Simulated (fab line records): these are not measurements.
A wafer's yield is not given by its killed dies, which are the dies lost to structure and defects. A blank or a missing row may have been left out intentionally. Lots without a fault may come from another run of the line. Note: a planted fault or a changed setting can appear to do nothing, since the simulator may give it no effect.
Which tool is to blame?    flow n5_finfet    72 wafers from 24 lots sampled at 6 of the route's 1938 steps

## WHAT EACH GAUGE READ, for each wafer
N5_BEOL_M6_THK_MEAS_53: measures by xrf. Usual: M6_THK 79.8 nm, standard deviation 2.7.
lot   measured      on             M6_THK (nm)     flag
L074  day 9 17:33   film_metro-01  78.3 77.5 77.8  
L075  day 9 21:15   film_metro-02  78.8 78.1 77.2  
L076  day 9 23:02   film_metro-01  82.9 80.1 82.4  
L078  day 9 23:19   film_metro-01  80.2 80.9 78.5  
L077  day 10 08:21  film_metro-02  77.5 79.6 81.4  
L081  day 10 12:44  film_metro-01  79.1 78.7 80.3  
L080  day 10 19:26  film_metro-02  79.1 76.7 79.4  
L079  day 10 20:29  film_metro-02  82.3 81.1 83.2  
L083  day 11 00:15  film_metro-01  76.0 82.7 76.5  
L082  day 11 00:32  film_metro-02  75.5 78.9 76.3  
L084  day 11 18:55  film_metro-01  77.3 76.4 84.5  
L085  day 11 21:25  film_metro-02  76.7 81.0 77.7  
L086  day 12 05:59  film_metro-02  80.7 82.9 79.5  
L088  day 12 10:05  film_metro-01  78.6 85.6 78.0  
L092  day 12 23:39  film_metro-02  81.7 80.0 80.9  
L089  day 13 00:03  film_metro-02  84.0 80.0 79.3  
L087  day 13 00:14  film_metro-01  81.8 83.3 77.0  
L090  day 13 09:24  film_metro-01  78.6 79.0 79.3  
L091  day 13 09:52  film_metro-01  75.4 80.0 79.5  
L093  day 13 15:19  film_metro-01  84.4 78.0 75.0  
L094  day 13 15:30  film_metro-02  78.2 78.9 83.2  
L095  day 14 22:26  film_metro-01  80.7 77.9 78.8  
L097  day 15 05:05  film_metro-02  80.4 78.8 75.2  
L096  day 16 01:02  film_metro-02  81.5 81.2 83.7  

N5_BEOL_M7_CD_MEAS_11: target cd 38.5 nm. Usual: cd_nm at 38.6 nm, with a standard deviation of 0.56.
lot   measured      on         cd_nm (nm)      flag
L074  day 9 19:53   cd_sem-03  38.0 38.4 38.2  
L075  day 9 23:04   cd_sem-01  38.5 37.6 38.8  
L076  day 10 02:17  cd_sem-03  38.7 38.7 38.7  
L078  day 10 02:31  cd_sem-01  38.2 38.9 39.3  
L077  day 10 10:36  cd_sem-02  38.9 38.3 39.0  
L081  day 10 16:12  cd_sem-02  37.8 38.1 37.9  
L080  day 10 22:06  cd_sem-03  39.3 39.5 38.5  
L079  day 10 22:36  cd_sem-03  37.8 37.9 37.3  
L083  day 11 02:15  cd_sem-03  37.9 38.6 38.5  
L082  day 11 02:25  cd_sem-03  38.7 38.6 37.7  
L084  day 11 20:42  cd_sem-03  38.7 38.8 38.7  
L085  day 11 23:46  cd_sem-01  39.2 39.1 38.4  
L086  day 12 08:11  cd_sem-01  38.4 38.3 37.9  
L088  day 12 11:43  cd_sem-02  38.4 38.4 38.0  
L092  day 13 02:03  cd_sem-02  38.1 38.0 38.8  
L089  day 13 02:13  cd_sem-02  39.3 37.5 38.6  
L087  day 13 02:23  cd_sem-01  39.1 39.1 39.0  
L090  day 13 12:15  cd_sem-03  38.3 39.3 39.4  
L091  day 13 12:32  cd_sem-03  39.2 39.8 39.7  
L093  day 13 17:59  cd_sem-02  38.2 38.8 38.8  
L094  day 13 18:13  cd_sem-02  38.9 39.7 39.0  
L095  day 15 01:00  cd_sem-02  39.0 39.3 38.2  
L097  day 15 07:51  cd_sem-01  39.3 39.1 39.6  
L096  day 16 04:26  cd_sem-02  39.0 38.4 38.5  

N5_BEOL_M7_CD_MEAS_18: pitch 80 nm, target cd 40 nm. Usual: cd_nm at 40.1 nm, with a standard deviation of 0.63.
lot   measured      on         cd_nm (nm)      flag
L074  day 9 20:35   cd_sem-02  39.9 40.3 39.5  
L075  day 9 23:44   cd_sem-01  39.9 39.4 40.6  
L076  day 10 02:50  cd_sem-01  40.1 41.2 40.4  
L078  day 10 03:07  cd_sem-01  40.0 40.4 40.4  
L077  day 10 11:14  cd_sem-01  40.3 39.6 40.4  
L081  day 10 16:45  cd_sem-03  38.9 40.2 39.1  
L080  day 10 22:44  cd_sem-02  40.8 40.5 39.8  
L079  day 10 23:09  cd_sem-02  38.8 39.1 38.8  
L083  day 11 02:49  cd_sem-03  40.0 40.1 40.5  
L082  day 11 02:58  cd_sem-01  40.1 39.9 39.1  
L084  day 11 21:16  cd_sem-02  40.3 40.5 40.1  
L085  day 12 00:28  cd_sem-03  41.2 40.4 39.8  
L086  day 12 08:46  cd_sem-03  40.5 40.8 39.6  
L088  day 12 12:18  cd_sem-02  39.5 39.6 38.7  
L092  day 13 02:38  cd_sem-03  39.8 39.7 39.8  
L089  day 13 02:48  cd_sem-03  40.9 38.7 40.5  
L087  day 13 02:58  cd_sem-02  41.3 41.2 40.3  
L090  day 13 12:48  cd_sem-03  39.7 41.2 41.0  
L091  day 13 13:05  cd_sem-03  40.7 40.9 41.0  
L093  day 13 18:32  cd_sem-01  40.5 41.2 40.0  
L094  day 13 18:46  cd_sem-03  39.9 40.1 40.5  
L095  day 15 01:33  cd_sem-02  40.2 40.7 39.7  
L097  day 15 08:24  cd_sem-01  40.2 41.2 41.7  
L096  day 16 05:15  cd_sem-02  40.8 39.7 39.9  

## TOOL THAT RAN EACH LOT (tool first, then ch and the chambers of the sampled wafers, then the start)
lot   N5_BEOL_M6_DESCUM_16                N5_BEOL_M6_ETCH_62                  N5_BEOL_M6_ETCH_72
L074  rie_diel-06 ch 0,3, day 9 12:32     rie_diel-06 ch 0,3, day 9 12:38     rie_diel-03 ch 0,2,3, day 9 14:59
L075  rie_diel-03 ch 0,2, day 9 16:23     rie_diel-03 ch 0,2, day 9 16:29     rie_diel-06 ch 1,2, day 9 18:22
L076  rie_diel-06 ch 1,2,3, day 9 16:35   rie_diel-06 ch 1,2,3, day 9 16:41   rie_diel-01 ch 1,2,3, day 9 18:34
L078  rie_diel-01 ch 0,2,3, day 9 16:57   rie_diel-01 ch 0,2,3, day 9 17:02   rie_diel-03 ch 0,1,2, day 9 18:36
L077  rie_diel-06 ch 0,2,3, day 10 02:49  rie_diel-06 ch 0,2,3, day 10 02:55  rie_diel-01 ch 0,1,2, day 10 04:47
L081  rie_diel-06 ch 0,2, day 10 08:09    rie_diel-06 ch 0,2, day 10 08:14    rie_diel-03 ch 0,2,3, day 10 09:14
L080  rie_diel-01 ch 0,2, day 10 11:13    rie_diel-01 ch 0,2, day 10 11:19    rie_diel-01 ch 0,1, day 10 15:05
L079  rie_diel-06 ch 2,3, day 10 16:05    rie_diel-06 ch 2,3, day 10 16:11    rie_diel-01 ch 2,3, day 10 17:48
L083  rie_diel-06 ch 0,2,3, day 10 19:07  rie_diel-06 ch 0,2,3, day 10 19:12  rie_diel-06 ch 0,2,3, day 10 21:21
L082  rie_diel-01 ch 1,2, day 10 19:38    rie_diel-01 ch 1,2, day 10 19:44    rie_diel-03 ch 1,2, day 10 21:41
L084  rie_diel-06 ch 1,2, day 11 13:22    rie_diel-06 ch 1,2, day 11 13:27    rie_diel-06 ch 1,2,3, day 11 15:53
L085  rie_diel-01 ch 1,2, day 11 17:08    rie_diel-01 ch 1,2, day 11 17:13    rie_diel-01 ch 0,1,2, day 11 18:28
L086  rie_diel-03 ch 0,1,3, day 12 01:20  rie_diel-03 ch 0,1,3, day 12 01:26  rie_diel-03 ch 1,2,3, day 12 02:54
L088  rie_diel-06 ch 2,3, day 12 04:47    rie_diel-06 ch 2,3, day 12 04:53    rie_diel-06 ch 1,2,3, day 12 07:01
L092  rie_diel-06 ch 1,2, day 12 18:52    rie_diel-06 ch 1,2, day 12 18:57    rie_diel-01 ch 1,2, day 12 20:39
L089  rie_diel-01 ch 0,1,3, day 12 19:15  rie_diel-01 ch 0,1,3, day 12 19:20  rie_diel-03 ch 1,2,3, day 12 21:08
L087  rie_diel-06 ch 1,2, day 12 19:15    rie_diel-06 ch 1,2, day 12 19:20    rie_diel-06 ch 0,1,2, day 12 21:31
L090  rie_diel-01 ch 1,3, day 13 02:26    rie_diel-01 ch 1,3, day 13 02:31    rie_diel-01 ch 1,2, day 13 06:18
L091  rie_diel-03 ch 1,2,3, day 13 03:50  rie_diel-03 ch 1,2,3, day 13 03:56  rie_diel-06 ch 0,1,3, day 13 06:43
L093  rie_diel-06 ch 1,2,3, day 13 09:22  rie_diel-06 ch 1,2,3, day 13 09:27  rie_diel-01 ch 0,1,3, day 13 11:35
L094  rie_diel-01 ch 0,3, day 13 09:38    rie_diel-01 ch 0,3, day 13 09:43    rie_diel-06 ch 0,2,3, day 13 11:32
L095  rie_diel-03 ch 0,2,3, day 14 15:59  rie_diel-03 ch 0,2,3, day 14 16:04  rie_diel-01 ch 0,2, day 14 18:55
L097  rie_diel-03 ch 0,1,3, day 15 00:51  rie_diel-03 ch 0,1,3, day 15 00:56  rie_diel-01 ch 0,1,2, day 15 01:46
L096  rie_diel-03 ch 0,1,3, day 15 20:20  rie_diel-03 ch 0,1,3, day 15 20:26  rie_diel-06 ch 0,1, day 15 21:40
- N5_BEOL_M6_DESCUM_16: chemistry O2, time 7.9 s.
- N5_BEOL_M6_ETCH_62: etches SOC in N2/H2, target depth 110 nm, overetch 22 nm, time 165 s.
- N5_BEOL_M6_ETCH_72: etches underlayer in N2/H2, target depth 6.5 nm, time 5.2 s.

## AS READ BY THE TOOLS THEMSELVES (means over the sampled wafers that have a number; for cases with no such wafer, the mark the record gives instead)
N5_BEOL_M6_DESCUM_16. Usual: drypump_motor_current_A 5.8 A, standard deviation 0.44; oes_product_au 0.78 a.u., standard deviation 0.078; rf_fwd_power_W 49.43 W, standard deviation 0.25; rf_vpp_V 243.3 V, standard deviation 1.3; showerhead_plenum_p_Torr 2.10 Torr, standard deviation 0.061; throttle_valve_pct 20.48 %, standard deviation 0.26.
lot   tool         drypump_motor_current_A (A)  oes_product_au (a.u.)  rf_fwd_power_W (W)  rf_vpp_V (V)  showerhead_plenum_p_Torr (Torr)  throttle_valve_pct (%)  flag
L074  rie_diel-06  5.4                          0.82                   49.49               244.1         2.15                             20.45                   
L075  rie_diel-03  5.9                          0.71                   49.32               243.2         2.10                             20.69                   
L076  rie_diel-06  5.7                          0.75                   49.55               244.1         2.11                             20.43                   
L078  rie_diel-01  6.3                          0.79                   49.55               243.7         2.13                             20.71                   
L077  rie_diel-06  5.4                          0.78                   49.50               244.0         2.13                             20.42                   
L081  rie_diel-06  5.6                          0.77                   49.77               244.4         2.15                             20.42                   
L080  rie_diel-01  6.3                          0.85                   49.54               243.8         2.15                             20.58                   
L079  rie_diel-06  5.3                          0.78                   49.34               243.9         2.11                             20.42                   
L083  rie_diel-06  5.5                          0.77                   49.48               243.5         2.13                             20.43                   
L082  rie_diel-01  6.0                          0.77                   49.34               242.3         2.03                             20.39                   
L084  rie_diel-06  5.7                          0.80                   49.52               243.6         2.08                             20.28                   
L085  rie_diel-01  6.0                          0.76                   49.20               242.0         2.02                             20.41                   
L086  rie_diel-03  6.0                          0.77                   49.08               243.4         2.08                             20.53                   
L088  rie_diel-06  5.3                          0.76                   49.49               244.2         2.10                             20.43                   
L092  rie_diel-06  6.1                          0.86                   49.58               243.9         2.10                             20.24                   
L089  rie_diel-01  6.2                          0.80                   49.45               243.0         2.07                             20.49                   
L087  rie_diel-06  5.8                          0.79                   49.49               242.2         2.08                             20.29                   
L090  rie_diel-01  6.0                          0.79                   49.58               242.1         2.00                             20.41                   
L091  rie_diel-03  5.7                          0.77                   49.29               243.5         2.05                             20.24                   
L093  rie_diel-06  5.7                          0.80                   49.53               242.5         2.10                             20.35                   
L094  rie_diel-01  6.4                          0.80                   49.53               244.4         2.14                             20.59                   
L095  rie_diel-03  5.9                          0.73                   49.32               241.7         2.04                             20.37                   
L097  rie_diel-03  6.0                          0.75                   49.27               242.7         2.07                             20.58                   
L096  rie_diel-03  5.9                          0.74                   49.17               242.7         2.06                             20.58                   

N5_BEOL_M6_ETCH_62. Usual: drypump_motor_current_A 5.9 A, standard deviation 0.44; oes_product_au 0.65 a.u., standard deviation 0.06; rf_fwd_power_W 837.6 W, standard deviation 2.7; rf_vpp_V 524.3 V, standard deviation 2; showerhead_plenum_p_Torr 2.55 Torr, standard deviation 0.07; throttle_valve_pct 17.83 %, standard deviation 0.17.
lot   tool         drypump_motor_current_A (A)  oes_product_au (a.u.)  rf_fwd_power_W (W)  rf_vpp_V (V)  showerhead_plenum_p_Torr (Torr)  throttle_valve_pct (%)  flag
L074  rie_diel-06  5.4                          0.69                   838.0               525.7         2.60                             17.69                   
L075  rie_diel-03  5.9                          0.60                   834.1               524.6         2.51                             17.89                   
L076  rie_diel-06  5.7                          0.64                   835.1               524.5         2.57                             17.91                   
L078  rie_diel-01  6.3                          0.67                   836.6               524.8         2.58                             18.00                   
L077  rie_diel-06  5.5                          0.66                   839.1               525.4         2.58                             17.73                   
L081  rie_diel-06  5.6                          0.64                   835.5               525.9         2.60                             17.72                   
L080  rie_diel-01  6.3                          0.71                   836.6               526.0         2.61                             17.89                   
L079  rie_diel-06  5.3                          0.68                   834.2               524.7         2.56                             17.76                   
L083  rie_diel-06  5.5                          0.65                   837.8               525.0         2.58                             17.75                   
L082  rie_diel-01  6.0                          0.65                   838.4               521.8         2.46                             17.72                   
L084  rie_diel-06  5.8                          0.67                   841.1               524.0         2.55                             17.82                   
L085  rie_diel-01  6.1                          0.64                   840.2               521.9         2.45                             17.73                   
L086  rie_diel-03  5.9                          0.65                   837.2               523.4         2.50                             17.81                   
L088  rie_diel-06  5.3                          0.66                   836.3               525.3         2.55                             17.78                   
L092  rie_diel-06  6.1                          0.72                   838.3               524.5         2.58                             17.82                   
L089  rie_diel-01  6.2                          0.67                   836.6               523.8         2.51                             17.81                   
L087  rie_diel-06  5.8                          0.66                   836.8               524.0         2.55                             17.85                   
L090  rie_diel-01  6.0                          0.66                   838.1               521.3         2.43                             17.71                   
L091  rie_diel-03  5.7                          0.64                   838.7               523.0         2.52                             17.78                   
L093  rie_diel-06  5.7                          0.68                   837.1               524.4         2.56                             17.82                   
L094  rie_diel-01  6.4                          0.69                   837.9               524.5         2.59                             17.93                   
L095  rie_diel-03  5.9                          0.61                   837.4               522.2         2.48                             17.79                   
L097  rie_diel-03  6.0                          0.63                   837.6               522.8         2.49                             17.85                   
L096  rie_diel-03  6.0                          0.63                   836.8               522.8         2.49                             17.86                   

N5_BEOL_M6_ETCH_72. Usual: value, then standard deviation, for each; drypump_motor_current_A 6.0 A / 0.42; etch_rf_on_time_s 5.27 s / 0.2; oes_product_au 0.66 a.u. / 0.071; rf_fwd_power_W 819.4 W / 2.5; rf_vpp_V 524.1 V / 2.3; showerhead_plenum_p_Torr 2.54 Torr / 0.075; throttle_valve_pct 17.86 % / 0.18.
lot   tool         drypump_motor_current_A (A)  etch_rf_on_time_s (s)  oes_product_au (a.u.)  rf_fwd_power_W (W)  rf_vpp_V (V)  showerhead_plenum_p_Torr (Torr)  throttle_valve_pct (%)  flag
L074  rie_diel-03  5.9                          5.26                   0.63                   815.6               522.9         2.50                             17.76                   
L075  rie_diel-06  6.1                          5.36                   0.60                   819.6               524.0         2.58                             18.10                   
L076  rie_diel-01  6.1                          5.15                   0.65                   819.8               522.3         2.50                             17.93                   
L078  rie_diel-03  5.6                          5.25                   0.63                   819.2               523.5         2.54                             17.93                   
L077  rie_diel-01  6.2                          5.36                   0.66                   820.2               524.8         2.54                             17.84                   
L081  rie_diel-03  5.9                          5.23                   0.63                   818.3               523.0         2.50                             17.75                   
L080  rie_diel-01  6.3                          5.48                   0.62                   822.5               523.9         2.56                             17.88                   
L079  rie_diel-01  6.2                          5.05                   0.71                   819.4               524.9         2.56                             18.03                   
L083  rie_diel-06  5.5                          5.39                   0.64                   820.6               524.8         2.58                             17.79                   
L082  rie_diel-03  5.4                          5.34                   0.62                   818.2               524.4         2.55                             17.91                   
L084  rie_diel-06  5.7                          5.35                   0.70                   820.3               523.7         2.57                             17.82                   
L085  rie_diel-01  6.3                          5.33                   0.65                   817.8               524.6         2.53                             17.86                   
L086  rie_diel-03  5.7                          5.28                   0.65                   821.0               523.2         2.52                             17.79                   
L088  rie_diel-06  5.7                          5.42                   0.69                   823.0               523.8         2.57                             17.85                   
L092  rie_diel-01  6.1                          5.30                   0.63                   820.4               522.0         2.45                             17.78                   
L089  rie_diel-03  5.7                          5.32                   0.64                   817.1               523.0         2.52                             17.80                   
L087  rie_diel-06  5.9                          5.21                   0.68                   819.3               524.8         2.58                             17.83                   
L090  rie_diel-01  6.2                          5.22                   0.67                   816.3               523.7         2.51                             17.87                   
L091  rie_diel-06  5.9                          5.32                   0.69                   822.2               526.1         2.60                             17.79                   
L093  rie_diel-01  6.2                          5.20                   0.67                   818.5               523.0         2.50                             17.84                   
L094  rie_diel-06  5.5                          5.35                   0.63                   821.5               525.3         2.57                             17.82                   
L095  rie_diel-01  6.3                          5.36                   0.67                   819.9               525.0         2.59                             17.99                   
L097  rie_diel-01  6.2                          5.35                   0.63                   817.7               522.4         2.52                             17.93                   
L096  rie_diel-06  6.2                          5.11                   0.70                   818.1               526.0         2.60                             17.85                   

## THE ANSWER, worked out from the rows above alone
Rule: lot off if the mean of its wafers having a number is beyond 3 standard deviations from the usual mean. A lot without any number at a reading at which 4 lots or more have one is off too. Where the step has rows for the other lots, those lots are counted as sound. The gauges are gone through in route order, then the tools' own readings, and for those a lot's mean is taken as printed above. At the first step where some lot is off, the reading lying furthest off is the one used; lots without a number count as furthest.
Across all readings shown, no lot is off: no conclusion can be drawn from this.

## WHAT THE SIMULATOR PUT IN
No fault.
